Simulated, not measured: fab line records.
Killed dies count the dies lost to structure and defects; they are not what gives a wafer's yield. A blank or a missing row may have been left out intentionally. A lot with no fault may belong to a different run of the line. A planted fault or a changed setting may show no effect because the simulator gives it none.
fab line records ; flow nand_harc
record lots=5; wafers=15; last_day=32
route steps=1302 shown A_BLC@1120 A_M0@1137 END@1302
lots that met no fault: from a run of the same line without faults
start_h: the number of hours between the record's first day and the start of the first shown wafer of the lot ; wait_h: hours from the lot's prior step to this one ; " as in the row above ; L1.1+2: one row covering several wafers at once ; - either no value or no given start ; * or withheld: withheld ; < > ~ a bound
route shown NAME@n: names a module that has steps shown in the file, with the first one's number in the route ; usual: average and standard deviation across the fault-free wafers ; same: alike in all rows ; chamber/n: place in a boat ; sites: the reading at each site ; _std_site: standard deviation of those values ; _edge_site: mean of outer sites minus mean of inner sites ; radius_mm: how far each site lies from the wafer's centre ; mask NAME#n: copy n ; behind: the tool/chamber that last shaped the wafer ; hold: what put the lot on hold/how long, in hours/how the hold closed ; device: which transistor (n, p or np) failed to switch ; end of line: the route-end tests of the same wafers ; step lacking rows: just its recipe ; killed: count of dies lost to structure and defects at first sort (not the wafer's yield) ; map: a wafer's dies, x killed, . not, _ none there
set.NAME: the setting as run; set.NAME@STEP: as run at that earlier step ; model.NAME: the simulator's own value behind a step, which no gauge read
a table for each step, a row for each wafer; lots at some steps of the route
services: a tool's chamber out of use, with start hour (start_h, from the record's first day; less than 0 if before it), hours out, and reason
## steps
# step NHARC_A_BLC_DESCUM_15
# recipe time_s=3; o2_flow_sccm=200; ar_flow_sccm=0; bias_power_w=0; chemistry=O2
# step NHARC_A_BLC_ETCH_16
# recipe target_depth_a=390; over_etch_frac=0.3; time_s=65; ion_energy_ev=80; cf4_flow_sccm=150; ar_flow_sccm=0; rf_w=300; bias_w=100; chemistry=CF4
# step NHARC_A_BLC_ETCH_17
# recipe target_depth_a=3900; over_etch_frac=0.25; time_s=609.38; ion_energy_ev=200; n2_flow_sccm=150; h2_flow_sccm=150; ar_flow_sccm=0; rf_w=400; bias_w=150; chemistry=N2/H2
# step NHARC_A_BLC_ETCH_18
# recipe target_depth_a=9100; c4f8_flow_sccm=20; o2_flow_sccm=10; ar_flow_sccm=withheld; rf_w=600; bias_w=1500; chemistry=C4F8/O2/Ar
# step NHARC_A_BLC_STRIP_29
# recipe cf4_flow_sccm=150; ar_flow_sccm=0; bias_w=0; chemistry=CF4
# step NHARC_A_BLC_STRIP_21
# recipe o2_flow_sccm=500; ar_flow_sccm=0; bias_w=0; chemistry=O2
# step NHARC_A_BLC_STRIP_22
# recipe time_s=600; temp_c=30; chemistry=post_etch_residue_remover
# step NHARC_A_BLC_DEGAS_30
# recipe temp_c=300; time_s=60
# step NHARC_A_BLC_PRE_CLEAN_31
# recipe time_s=15; bias_v=250; gas=Ar
# same time_s=15
lot.wafer;tool;chamber;start_h;wait_h
L888.2+1+6;pvd_sputter-03;-;583.17;-
L894.1+4+6;pvd_sputter-03;-;651.27;-
L896.3+4+5;pvd_sputter-03;-;669.86;-
L895.2+5+6;pvd_sputter-03;-;671.18;-
L900.3+1+5;pvd_sputter-01;-;726.54;-
# step NHARC_A_BLC_PVD_32
# recipe target_thk_a=50; chamber_pressure_pa=5; power_w=5000; substrate_temp_c=200; time_s=17.7; material=Ti
# step NHARC_A_BLC_ALD_23
# recipe target_thk_a=30; pulse_time_s=1; ald_cycles=150; temp_c=450; material=TiN
# step NHARC_A_BLC_CVD_24
# recipe target_thk_a=1500; temp_c=300; pressure_torr=40; wf6_flow_sccm=40; h2_flow_sccm=1600; ar_flow_sccm=1560; time_s=434; material=W
# step NHARC_A_BLC_CMP_25
# recipe t_overpolish_s=30; target_thk_nm=150
# step NHARC_A_BLC_SRD_27
# step NHARC_A_M0_DEP_00
# recipe target_thk_a=1500; target_thk_nm=150; temp_c=withheld; pressure_torr=5; flow_sccm=200; rf_w=600; material=SiOC
# step NHARC_A_M0_DEHYDRATE_01
# recipe temp_c=150; time_s=120
# step NHARC_A_M0_HMDS_02
# recipe time_s=30
# step NHARC_A_M0_COAT_33
# recipe temp_c=200; time_s=65
# step NHARC_A_M0_COAT_03
# recipe spin_rpm=1500; resist_thk_nm=90
# step NHARC_A_M0_SOFTBAKE_04
# recipe temp_c=105; time_s=55
# step NHARC_A_M0_EBR_05
# step NHARC_A_M0_EXPOSE_06
# recipe na=1.35; target_cd_nm=80; dose_mj=83.25; mask_id=A_M0
# step NHARC_A_M0_PEB_07
# recipe peb_temp_c=100; peb_time_s=65
# step NHARC_A_M0_DEVELOP_08
# recipe develop_time_s=35; dev_temp_c=23
# step NHARC_A_M0_DESCUM_14
# recipe time_s=3; o2_flow_sccm=200; ar_flow_sccm=0; bias_power_w=0; chemistry=O2
# step NHARC_A_M0_ETCH_34
# recipe target_depth_a=400; overetch_a=120; time_s=43.94; ion_energy_ev=200; n2_flow_sccm=150; h2_flow_sccm=150; ar_flow_sccm=0; rf_w=400; bias_w=150; chemistry=N2/H2
# step NHARC_A_M0_ETCH_15
# recipe target_depth_a=1500; overetch_a=150; time_s=82.5; c4f8_flow_sccm=withheld; ar_flow_sccm=400; rf_w=600; bias_w=300; chemistry=C4F8/Ar
# step NHARC_A_M0_STRIP_18
# recipe power_w=1000; n2_flow_sccm=150; h2_flow_sccm=150; ar_flow_sccm=0; bias_w=0; chemistry=N2/H2
# step NHARC_A_M0_STRIP_19
# recipe time_s=600; temp_c=30; chemistry=post_etch_residue_remover
# step NHARC_A_M0_DEGAS_28
# recipe temp_c=250; time_s=60
# step NHARC_A_M0_PRE_CLEAN_29
# recipe time_s=30; temp_c=280; gas=H2/He
# step NHARC_A_M0_PVD_20
# recipe target_thk_a=50; bias_v=168.6; power_w=15000; chamber_pressure_pa=0.12; time_s=8.06; substrate_temp_c=50; material=TaN
# step NHARC_END_SORT_01
# recipe temp_c=25
# usual killed_at_array=54/17; killed_at_other=1.0/1.4; killed_at_periphery=3.6/2.1; killed_dies=58/17; killed_open=3.2/2; killed_short=2.5/1.5
# same gross_dies=677
lot.wafer;tool;chamber;start_h;wait_h;killed_at_array;killed_at_other;killed_at_periphery;killed_dies;killed_open;killed_short
L894.1;prober-02;0;695.95;2.5;78;0;1;79;1;2
L894.4;prober-02;0;698.41;3.5;62;1;4;67;5;0
L894.6;prober-02;0;700.05;4.1;129;0;1;130;1;2
L895.2;prober-02;0;711.74;2.8;110;0;5;115;6;1
L895.5;prober-02;0;714.11;3.7;119;0;3;122;2;3
L895.6;prober-02;0;714.90;4.0;46;0;1;47;1;2
L896.3;prober-01;0;712.51;3.1;72;1;5;78;7;0
L896.4;prober-01;0;713.31;3.4;108;0;9;117;9;3
L896.5;prober-01;0;714.11;3.7;52;0;8;60;6;3
L900.1;prober-01;0;772.69;2.5;57;4;7;68;1;3
L900.3;prober-01;0;774.30;3.1;60;2;3;65;1;3
L900.5;prober-01;0;775.91;3.7;56;2;1;59;2;2
# killed by level:class
L894.1 A_CHANNEL_HOLE_D2:chamber_film_flake=31 A_CHANNEL_HOLE_D1:chamber_film_flake=28 A_CHANNEL_FILL_D2:chamber_film_flake=5 A_SGD_CUT:chamber_film_flake=4 A_CONTACT:chamber_film_flake=4 A_WL_FILL:chamber_film_flake=2 P_CONTACT:geometric_particle:short=1 A_ONON_D2:geometric_particle:open=1
L894.4 A_CHANNEL_HOLE_D1:chamber_film_flake=30 A_CHANNEL_HOLE_D2:chamber_film_flake=20 A_CHANNEL_FILL_D2:chamber_film_flake=3 A_SGD_CUT:chamber_film_flake=3 P_ZERO_WELL:chamber_film_flake=2 A_CONTACT:chamber_film_flake=2 P_CONTACT:geometric_particle:open=1 P_M0:geometric_particle:open=1
L894.6 A_BLC:unspecified=55 A_CHANNEL_HOLE_D1:chamber_film_flake=36 A_CHANNEL_HOLE_D2:chamber_film_flake=19 A_CONTACT:chamber_film_flake=5 A_CHANNEL_FILL_D2:chamber_film_flake=4 A_SGD_CUT:chamber_film_flake=3 A_SLIT:chamber_film_flake=2 P_CONTACT:geometric_particle:short=1
L895.2 A_BLC:unspecified=53 A_SLIT:chamber_film_flake=38 A_CHANNEL_HOLE_D1:chamber_film_flake=11 P_M0:geometric_particle:open=2 A_STAIRCASE:chamber_film_flake=2 A_CONTACT:chamber_film_flake=2 P_CONTACT:geometric_particle:open=1 P_M1:geometric_particle:open=1
L896.3 A_CHANNEL_HOLE_D1:chamber_film_flake=31 A_CHANNEL_HOLE_D2:chamber_film_flake=23 A_STAIRCASE:chamber_film_flake=8 P_GATE:chamber_film_flake=3 A_CONTACT:chamber_film_flake=3 A_WL_FILL:geometric_particle:open=2 P_M0:geometric_particle:open=1 A_CHANNEL_HOLE_D2:geometric_particle:open=1
L896.4 A_BLC:unspecified=56 A_CHANNEL_HOLE_D2:chamber_film_flake=25 A_STAIRCASE:chamber_film_flake=9 A_CHANNEL_HOLE_D1:chamber_film_flake=6 P_CONTACT:geometric_particle:open=4 P_BONDPAD:chamber_film_flake=2 A_CONTACT:chamber_film_flake=2 P_M0:geometric_particle:short=1
L895.5 A_BLC:unspecified=60 A_SLIT:chamber_film_flake=40 A_CHANNEL_HOLE_D1:chamber_film_flake=4 A_STAIRCASE:chamber_film_flake=4 A_CONTACT:chamber_film_flake=4 A_M0:geometric_particle:open=2 P_STI:chamber_film_flake=2 A_ONON_D1:geometric_particle:short=1
L896.5 A_CHANNEL_HOLE_D2:chamber_film_flake=24 A_CHANNEL_HOLE_D1:chamber_film_flake=11 A_STAIRCASE:chamber_film_flake=8 P_M0:geometric_particle:open=3 P_BONDPAD:chamber_film_flake=3 A_CONTACT:chamber_film_flake=3 A_SOURCE_PLATE:geometric_particle:open=1 A_CHANNEL_HOLE_D2:geometric_particle:open=1
L895.6 A_SLIT:chamber_film_flake=32 A_CHANNEL_HOLE_D1:chamber_film_flake=7 A_CONTACT:chamber_film_flake=4 A_ONON_D2:geometric_particle:short=1 A_CHANNEL_HOLE_D1:geometric_particle:short=1 A_M1:geometric_particle:open=1 P_STI:chamber_film_flake=1
L900.1 A_SLIT:chamber_film_flake=36 A_CHANNEL_HOLE_D1:chamber_film_flake=9 A_CONTACT:chamber_film_flake=5 THIN_TSV:chamber_film_flake=4 P_ZERO_WELL:chamber_film_flake=3 P_GATE:chamber_film_flake=3 A_ONON_D1:geometric_particle:short=1 A_CHANNEL_HOLE_D1:geometric_particle:short=1
L900.3 A_SLIT:chamber_film_flake=29 A_CHANNEL_HOLE_D1:chamber_film_flake=19 A_CHANNEL_FILL_D2:chamber_film_flake=3 A_CONTACT:chamber_film_flake=3 A_CHANNEL_FILL_D1:geometric_particle:short=2 P_ZERO_WELL:chamber_film_flake=2 THIN_TSV:chamber_film_flake=2 A_CHANNEL_FILL_D1:geometric_particle:open=1
L900.5 A_SLIT:chamber_film_flake=27 A_CHANNEL_HOLE_D1:chamber_film_flake=12 A_CONTACT:chamber_film_flake=6 A_STAIRCASE:chamber_film_flake=4 THIN_TSV:chamber_film_flake=2 A_ONON_D1:geometric_particle:short=1 A_CHANNEL_FILL_D2:geometric_particle:open=1 A_SGD_CUT:geometric_particle:open=1
# map L894.6 (x killed, . not)
____________.____________
_________..x...._________
_______..........._______
______.....x.......______
_____....x.........._____
____.x...............____
____.........x.......____
___...................___
___..............x....___
__...........x...x.....__
__x..............xx....__
_.................xx...._
_..xx....x......x..x.x.._
_xx.x.x.........x..x..x._
_xxxx...........x...x..._
_.x.xx...........x......_
...x.x.x.........x.....x.
.x.xx.x..................
xxxxx.............x......
.x.xx.x..................
..x.x....................
_.x.......x............._
_......................._
_......................._
_.......x.x............._
_..x.......x............_
__xx.....x.x...........__
__.x.x.....x..........x__
___.xxx....xxx........___
___.....x..xxxx.......___
____...xxxxxxxx......____
____.x.x.xxxxxx......____
_____.x.xxxxxxx....._____
______..xxxxxxxx...______
_______xxxxxxxxx.._______
_________xxxxxx._________
____________x____________
# map L895.5 (x killed, . not)
____________.____________
_________......._________
_______..........._______
______...x.........______
_____............x.._____
____.................____
____.....x.......x...____
___................x..___
___.............x.xxx.___
__...............xxx...__
__x..............xxxx..__
_...............xxxxx..._
_x........x....xxxxxxx.._
_............x.xxxxxx..._
_...........x..xx..xx..._
_...............x.xxx..._
.................x..x....
.....x.....x......x.....x
.......................x.
........x................
......................x..
_....x.................._
_......................._
_..x...................._
_x......................_
_......................._
__.....................__
__........x.x..x.......__
___..........xx.......___
___..xxx.xxxxxx.......___
____.x..xxxxxxxx.....____
____....xxxxxxxx.....____
_____...xxxxxxxx...._____
______..xxxxxxxx...______
_______.xxxxxxxx.._______
_________xxxxxxx_________
____________x____________
## services
tool;chamber;start_h;hours;kind
pvd_sputter-01;-;582.87;10.0;pm
pvd_sputter-03;-;612.77;0.6;repair
pvd_sputter-03;-;660.43;8.5;repair
pvd_sputter-03;-;704.00;10.0;pm
## key
first_sign step=NHARC_END_SORT_01; reading=killed_dies; direction=up; sigmas=3.7; usual=58; struck=121
effect step=NHARC_END_SORT_01; reading=killed_at_array; direction=up; sigmas=3.6; usual=54; struck=116
more_kills_born_at NHARC_A_BLC_PRE_CLEAN_31@pvd_sputter-03=224
met_at NHARC_A_BLC_PRE_CLEAN_31
struck_wafers L894.6,L895.2,L895.5,L896.4
tester_left_out L894,L895,L896
onset_between 583.17 651.27
fault kind=chamber_particle_source; tool=pvd_sputter-03; chamber=-; onset_h=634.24; steps=NHARC_A_BLC_PRE_CLEAN_31; rate_per_visit_cm2=0.48951; end_h=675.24; scope=struck_wafers_only
# tester_left_out: of these lots the tester's yield and bins aren't shown, on N5 and GAA mostly nor the transistor test; their killed dies are dies lost to structure and defects alone, not to doping, threshold or leakage, so they don't give the yield
